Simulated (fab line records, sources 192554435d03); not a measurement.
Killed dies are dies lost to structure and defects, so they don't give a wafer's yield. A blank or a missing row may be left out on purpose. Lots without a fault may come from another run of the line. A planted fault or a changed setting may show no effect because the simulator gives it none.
Split-lot experiment | flow n5_finfet | 7 lots, 21 wafers read, on a route of 1938 steps

THE SPLIT
At N5_BEOL_M12_ILD_DEP_00 (deposits SiOC from DEMS/O2, target thk 658.92 nm, time 130.7 s), the setting time_s was moved away from the recipe's 130.7 s on 9 of the 21 wafers read, by -14.5% to +14.9%. The other wafers ran this setting at the recipe's value.

The file shows no step between the split and the reading.

THE READING
M12_ILD_THK, in nm, at N5_BEOL_M12_THK_MEAS_01. Fault-free wafers of this fab line usually give 659 nm, standard deviation 7.8 nm.

wafer  | tool, chamber at the split | time_s as run, s | against the recipe | M12_ILD_THK, nm | against lot-mates on the recipe
L079.2 | pecvd-01, 2                | 130.7            | recipe             | 658             | -
L079.4 | pecvd-01, 0                | 141.6            | +8.3%              | 727             | +69
L079.5 | pecvd-01, 1                | 141.6            | +8.3%              | 720             | +62
L082.1 | pecvd-04, 0                | 130.7            | recipe             | 651             | -
L082.2 | pecvd-04, 1                | 130.7            | recipe             | 656             | -
L082.6 | pecvd-04, 2                | 130.7            | recipe             | 671             | -
L084.2 | pecvd-01, 2                | 111.8            | -14.5%             | 568             | -104
L084.4 | pecvd-01, 1                | 130.7            | recipe             | 665             | -
L084.6 | pecvd-01, 0                | 130.7            | recipe             | 680             | -
L086.3 | pecvd-04, 2                | 130.7            | recipe             | 657             | -
L086.5 | pecvd-04, 0                | 144.1            | +10.3%             | 732             | +75
L086.6 | pecvd-04, 2                | 144.1            | +10.3%             | 736             | +79
L087.1 | pecvd-04, 2                | 130.7            | recipe             | 655             | -
L087.2 | pecvd-04, 1                | 139.1            | +6.4%              | 705             | +50
L087.5 | pecvd-04, 0                | 130.7            | recipe             | 656             | -
L088.1 | pecvd-04, 2                | 148.1            | +13.3%             | 747             | +79
L088.3 | pecvd-04, 0                | 130.7            | recipe             | 668             | -
L088.5 | pecvd-04, 2                | 148.1            | +13.3%             | 769             | +101
L091.2 | pecvd-01, 1                | 130.7            | recipe             | 657             | -
L091.5 | pecvd-01, 1                | 150.2            | +14.9%             | 763             | +101
L091.6 | pecvd-01, 0                | 130.7            | recipe             | 667             | -

THE FIT
A straight line over all 21 wafers: M12_ILD_THK changes by +6.92 nm for each +1% of time_s; r = +0.99; the points scatter about the line by 7.8 nm.
The same after taking each lot's own level away (the mean of its wafers on the recipe; 21 wafers): +7.12 nm for each +1%; r = +0.99; scatter 6.7 nm.
On that fit, the largest move of time_s shifts the reading by 1.1e+02 nm.
The lots' own levels span 655.5 to 672.5 nm, that is 2.2 times the standard deviation above.
So the lot-to-lot level changes the slope little: the two slopes agree.
Check: with one of the wafers moved furthest among these (+14.9%) left out of the fit, the line predicts +108 nm for it against its lot-mates. It came out at +101 nm against them.

OTHER SPLITS ON THESE WAFERS
These wafers also went through other splits before the reading. Each is held against what the fit with the lots' levels taken away leaves over:
other split on the same wafers | wafers away from the commonest value | r with M12_ILD_THK (lot level and that fit taken away)
N5_BEOL_M11_COAT_59 spin_rpm   | 3                                    | -0.23

THE WHOLE CHAIN: every reading that the file lists as answering this split, in the file's order
step                    | what it does                                                   | reading                                                                             | change (the file's fit)              | r (the file's)
N5_BEOL_M12_ILD_DEP_00  | deposits SiOC from DEMS/O2, target thk 658.92 nm, time 130.7 s | SiOC_of_BEOL_M12_ILD_DEP_00.thk_nm (the simulator's own value, which no gauge read) | +7.09 nm for each +1% of the setting | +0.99
N5_BEOL_M12_THK_MEAS_01 |                                                                | M12_ILD_THK                                                                         | +7.1 for each +1% of the setting     | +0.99
N5_BEOL_M12_VIA_ETCH_16 | etches SiOC in C4F8/O2/Ar, target depth 724.8 nm               | etch.depth_nm (the simulator's own value, which no gauge read)                      | +7.09 nm for each +1% of the setting | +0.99
N5_BEOL_M12_VIA_ETCH_16 | etches SiOC in C4F8/O2/Ar, target depth 724.8 nm               | coat_of_BEOL_M12_COAT_04.thk_nm (the simulator's own value, which no gauge read)    | -2.03 nm for each +1% of the setting | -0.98
N5_BEOL_M12_STRIP_63    | strips in N2/H2                                                | strip_time_to_endpoint_s                                                            | withheld for each +1% of the setting | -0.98

THE FILE'S OWN FIT
M12_ILD_THK changes by +7.1 nm for each +1% of time_s, r = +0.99.
